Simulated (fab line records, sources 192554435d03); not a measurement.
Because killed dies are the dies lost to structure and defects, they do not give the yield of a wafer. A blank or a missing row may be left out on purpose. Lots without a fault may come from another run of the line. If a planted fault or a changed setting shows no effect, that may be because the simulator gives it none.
Which tool is to blame? :: flow n5-finfet :: Sampling: 9 lots, 23 wafers, 5 of 1938 route steps

WHAT EACH GAUGE READ, for each wafer
N5_BEOL_M4_RC_MEAS_101.
lot: L672
measured: day 8 00:02
on: prober-02
RC_P (ohm.um): 20.4 18.9 18.8

lot: L673
measured: day 8 04:13
on: prober-01
RC_P (ohm.um): 19.6 19.9

lot: L678
measured: day 9 17:41
on: prober-01
RC_P (ohm.um): 19.3 19.3

lot: L681
measured: day 10 22:34
on: prober-01
RC_P (ohm.um): 21.7 22.8 21.3

lot: L682
measured: day 10 19:26
on: prober-01
RC_P (ohm.um): 19.8 19.5

lot: L683
measured: day 11 00:25
on: prober-02
RC_P (ohm.um): 21.5 21.6 21.6

lot: L684
measured: day 11 02:11
on: prober-01
RC_P (ohm.um): 19.1 18.7 18.4

lot: L692
measured: day 13 12:34
on: prober-02
RC_P (ohm.um): 18.9 18.5

lot: L694
measured: day 13 21:29
on: prober-02
RC_P (ohm.um): 19.0 19.0 19.2

WHAT TOOL EACH LOT RAN ON (gives the tool, then ch and the chambers of the sampled wafers, and finally the start)
lot: L672
N5_MOL_CONTACT_COAG_ETCH_105: rie-diel-06 ch 1,2, day 5 02:55
N5_MOL_CONTACT_COAG_ETCH_106: rie-diel-06 ch 1,2, day 5 02:56
N5_MOL_CONTACT_COAG_ETCH_110: rie-diel-06 ch 1,2, day 5 03:08
N5_MOL_CONTACT_COAG_IMPLANT_129: implanter-01 ch 0, day 5 03:19

lot: L673
N5_MOL_CONTACT_COAG_ETCH_105: rie-diel-03 ch 0,2, day 5 04:44
N5_MOL_CONTACT_COAG_ETCH_106: rie-diel-03 ch 0,2, day 5 04:46
N5_MOL_CONTACT_COAG_ETCH_110: rie-diel-03 ch 0,2, day 5 04:58
N5_MOL_CONTACT_COAG_IMPLANT_129: implanter-02 ch 0, day 5 05:07

lot: L678
N5_MOL_CONTACT_COAG_ETCH_105: rie-diel-02 ch 2,3, day 6 09:41
N5_MOL_CONTACT_COAG_ETCH_106: rie-diel-02 ch 2,3, day 6 09:43
N5_MOL_CONTACT_COAG_ETCH_110: rie-diel-02 ch 2,3, day 6 09:55
N5_MOL_CONTACT_COAG_IMPLANT_129: implanter-02 ch 0, day 6 10:07

lot: L681
N5_MOL_CONTACT_COAG_ETCH_105: rie-diel-02 ch 0,1, day 7 04:21
N5_MOL_CONTACT_COAG_ETCH_106: rie-diel-02 ch 0,1, day 7 04:23
N5_MOL_CONTACT_COAG_ETCH_110: rie-diel-02 ch 0,1, day 7 04:35
N5_MOL_CONTACT_COAG_IMPLANT_129: implanter-02 ch 0, day 7 04:46

lot: L682
N5_MOL_CONTACT_COAG_ETCH_105: rie-diel-02 ch 0,2, day 7 10:29
N5_MOL_CONTACT_COAG_ETCH_106: rie-diel-02 ch 0,2, day 7 10:31
N5_MOL_CONTACT_COAG_ETCH_110: rie-diel-02 ch 0,2, day 7 10:43
N5_MOL_CONTACT_COAG_IMPLANT_129: implanter-01 ch 0, day 7 10:56

lot: L683
N5_MOL_CONTACT_COAG_ETCH_105: rie-diel-03 ch 0,2,3, day 7 18:20
N5_MOL_CONTACT_COAG_ETCH_106: rie-diel-03 ch 0,2,3, day 7 18:22
N5_MOL_CONTACT_COAG_ETCH_110: rie-diel-03 ch 0,2,3, day 7 18:33
N5_MOL_CONTACT_COAG_IMPLANT_129: implanter-02 ch 0, day 7 18:44

lot: L684
N5_MOL_CONTACT_COAG_ETCH_105: rie-diel-02 ch 0,1, day 8 00:28
N5_MOL_CONTACT_COAG_ETCH_106: rie-diel-02 ch 0,1, day 8 00:29
N5_MOL_CONTACT_COAG_ETCH_110: rie-diel-02 ch 0,1, day 8 00:41
N5_MOL_CONTACT_COAG_IMPLANT_129: implanter-01 ch 0, day 8 00:50

lot: L692
N5_MOL_CONTACT_COAG_ETCH_105: rie-diel-03 ch 1,2, day 9 22:54
N5_MOL_CONTACT_COAG_ETCH_106: rie-diel-03 ch 1,2, day 9 22:56
N5_MOL_CONTACT_COAG_ETCH_110: rie-diel-03 ch 1,2, day 9 23:07
N5_MOL_CONTACT_COAG_IMPLANT_129: implanter-01 ch 0, day 9 23:22

lot: L694
N5_MOL_CONTACT_COAG_ETCH_105: rie-diel-02 ch 0,1, day 10 11:22
N5_MOL_CONTACT_COAG_ETCH_106: rie-diel-02 ch 0,1, day 10 11:23
N5_MOL_CONTACT_COAG_ETCH_110: rie-diel-02 ch 0,1, day 10 11:35
N5_MOL_CONTACT_COAG_IMPLANT_129: implanter-02 ch 0, day 10 11:44
- N5_MOL_CONTACT_COAG_ETCH_105: etches SiARC in CF4, target depth 15.6 nm, time 26 s.
- N5_MOL_CONTACT_COAG_ETCH_106: etches SOC in N2/H2, target depth 80 nm, overetch 16 nm, time 120 s.
- N5_MOL_CONTACT_COAG_ETCH_110: etches Si in CF4/O2, target depth 2.5 nm, time 8 s.
- N5_MOL_CONTACT_COAG_IMPLANT_129

THE ANSWER, worked out from the rows above alone
Rule: the usual values come from the lots themselves. Put in order of their means at a reading, lots are off if they are a third of the lots or fewer, leave a main group of 4 or more, and stand apart from it by a gap of 3 or more times the standard deviation of the main group's means; of several such gaps the widest counts. If all means in a main group match to the digits the tables above print for the reading, that group is not used. A lot without any number at a reading at which 4 lots or more have one is off too. The other lots that the step has rows for count as sound.
Off: L681, L683, seen at N5_BEOL_M4_RC_MEAS_101 (RC_P). The main group: mean 19.2 ohm.um, standard deviation 0.38.
A tool fits if, at a process step before that reading, it ran every lot that is off, and no sound lot after the first of them. Those tools and the gauges at N5_BEOL_M4_RC_MEAS_101 are tried in the same way. None of those tried fits.

WHAT THE SIMULATOR HAD INSERTED
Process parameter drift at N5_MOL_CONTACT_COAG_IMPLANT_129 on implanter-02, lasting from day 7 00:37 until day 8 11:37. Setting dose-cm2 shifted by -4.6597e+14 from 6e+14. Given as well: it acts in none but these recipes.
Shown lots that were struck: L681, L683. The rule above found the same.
